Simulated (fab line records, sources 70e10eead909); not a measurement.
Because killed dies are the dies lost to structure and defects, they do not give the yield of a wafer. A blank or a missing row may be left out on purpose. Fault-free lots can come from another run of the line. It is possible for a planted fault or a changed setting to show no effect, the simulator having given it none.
One fault through the eyes of 2 desks	flow nand_harc	each desk has only its own numbers; what lay behind them comes last

## THE TOOL OWNER'S DESK: rie_metal-01
The tool's own readings at NHARC_A_WL_FILL_ETCHBACK_17 (etches the open film in Cl2/BCl3, target depth 4 nm, time 26.7 s): means of the sampled wafers that have a number, for each lot that ran on this tool. Any lot whose mean is over 4 standard deviations away from the usual mean is out of limits and marked OUT; that distance is given in the brackets.
Columns: A = drypump_motor_current_A at NHARC_A_WL_FILL_ETCHBACK_17, usual 5.7 A; B = oes_product_au at NHARC_A_WL_FILL_ETCHBACK_17, usual 0.999 a.u.; C = run_length_s at NHARC_A_WL_FILL_ETCHBACK_17, usual 48.1 s
lot	first seen here	A	B	C
L880	day 21 01:33	5.4	0.998	48.2
L883	day 21 23:02	5.7	0.994	48.4
L890	day 25 08:20	5.1	1.000	47.8
L893	day 26 03:35	5.4	1.001	48.2
L897	day 27 10:58	5.7	0.999	48.2
L896	day 28 01:52	5.7	1.007	38.0 (-25) OUT
L898	day 28 12:55	5.7	0.998	38.3 (-25) OUT
Finding of this desk: L896, L898 out of limits; the first was L896 at day 28 01:52, on run_length_s at NHARC_A_WL_FILL_ETCHBACK_17. L880, L883, L890, L893, L897: within limits.

## THE DEFECT DESK
Lot by lot, what the route's inspections counted, given as the mean of those sampled wafers with a number. Any lot whose mean is over 4 standard deviations away from the usual mean is out of limits and marked OUT; that distance is given in the brackets.
Columns: A = raw_defect_count at NHARC_A_WL_FILL_INSPECT_15, usual 469
lot	first seen here	A
L880	day 21 07:54	328
L883	day 22 05:25	473
L886	day 23 16:26	433
L887	day 23 16:28	514
L889	day 24 20:49	445
L890	day 25 15:44	429
L893	day 26 09:55	382
L897	day 27 17:43	508
L896	day 28 08:16	540
L898	day 28 19:09	322
L900	day 29 10:19	527
L903	day 30 17:29	485
This desk's finding: nothing out of limits on any of the 12 lots.

## PUT TOGETHER
The tool owner's desk had the chance to raise an alarm at day 28 01:52 on L896, L898.
No out-of-limits result turned up at the defect desk.
The defect desk has L896, L898 on record, within its limits.
Every lot named ran NHARC_A_WL_FILL_ETCHBACK_17 on rie_metal-01.

## WHAT HAD BEEN PUT IN BY THE SIMULATOR
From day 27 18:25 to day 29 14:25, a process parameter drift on rie_metal-01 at NHARC_A_WL_FILL_ETCHBACK_17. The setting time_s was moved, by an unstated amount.
Shown lots that were struck: L896, L898.
Delay in hours, fault start to first out-of-limits reading, by desk: the tool owner's desk at 7.
